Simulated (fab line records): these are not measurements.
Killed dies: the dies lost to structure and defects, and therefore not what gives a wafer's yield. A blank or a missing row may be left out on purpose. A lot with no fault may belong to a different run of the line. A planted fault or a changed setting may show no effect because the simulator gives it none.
A single fault, viewed from 2 desks :: flow n5Finfet :: each desk holds nothing but its own numbers, with what lay behind them at the end

## THE METROLOGY DESK
What the gauges read for every lot (on any tool): the sampled wafers with a number, averaged. Marked OUT: a lot whose mean sits more than 4 standard deviations from the usual mean, which makes it out of limits; the brackets give that distance. Shown here are 7 of its 10 readings, the ones lying furthest out on some lot.
Columns: A = DIBL_N at N5_BEOL_M4_RC_MEAS_101, usual 37.5 mV/V; B = DIBL_P at N5_BEOL_M4_RC_MEAS_101, usual 38 mV/V; C = IOFF_N at N5_BEOL_M4_RC_MEAS_101, usual 0.19 nA/um; D = IOFF_P at N5_BEOL_M4_RC_MEAS_101, usual 0.24 nA/um; E = ION_P at N5_BEOL_M4_RC_MEAS_101, usual 465 uA/um; F = VT_N at N5_BEOL_M4_RC_MEAS_101, usual 248 mV; G = VT_P at N5_BEOL_M4_RC_MEAS_101, usual -249 mV
lot: L410
first seen here: day 8 11:33
A: 39.3
B: 41
C: 0.20
D: 0.25
E: 460
F: 250
G: -250

lot: L419
first seen here: day 11 12:13
A: 40.1
B: 41
C: 0.26
D: 0.31
E: 469
F: 242
G: -244

lot: L420
first seen here: day 11 13:23
A: 36.5
B: 36
C: 0.18
D: 0.20
E: 452
F: 246
G: -252

lot: L429
first seen here: day 13 22:35
A: 40.1
B: 40
C: 0.26
D: 0.26
E: 464
F: 245
G: -250
This desk found nothing out of limits on any of the 4 lots.

## THE TOOL OWNER'S DESK: aldSin-01
The tool's own readings at N5_BEOL_M0_SAQP_ALD_48 (deposits SiO2, target thk 20 nm, pulse time 1 s, co reactant pulse time 1 s): means of the sampled wafers that have a number, for each lot that ran on this tool. Marked OUT: a lot whose mean sits more than 4 standard deviations from the usual mean, which makes it out of limits; the brackets give that distance.
Columns: A = chamberPressureTorr at N5_BEOL_M0_SAQP_ALD_48, usual 2.000 Torr; B = heaterPowerW at N5_BEOL_M0_SAQP_ALD_48, usual 81 W; C = precursorPulseHeightRel at N5_BEOL_M0_SAQP_ALD_48, usual 1.005
lot: L410
first seen here: day 6 07:57
A: 1.996
B: 82
C: 1.002

lot: L419
first seen here: day 8 18:34
A: 1.996
B: 83
C: 1.015

lot: L420
first seen here: day 8 21:06
A: 2.002
B: 81
C: 0.970
This desk found nothing out of limits on any of the 3 lots.

## PUT TOGETHER
From the metrology desk's view, nothing was out of limits.
The desk of the tool owner found nothing out of limits.

## WHAT THE SIMULATOR HAD PUT IN
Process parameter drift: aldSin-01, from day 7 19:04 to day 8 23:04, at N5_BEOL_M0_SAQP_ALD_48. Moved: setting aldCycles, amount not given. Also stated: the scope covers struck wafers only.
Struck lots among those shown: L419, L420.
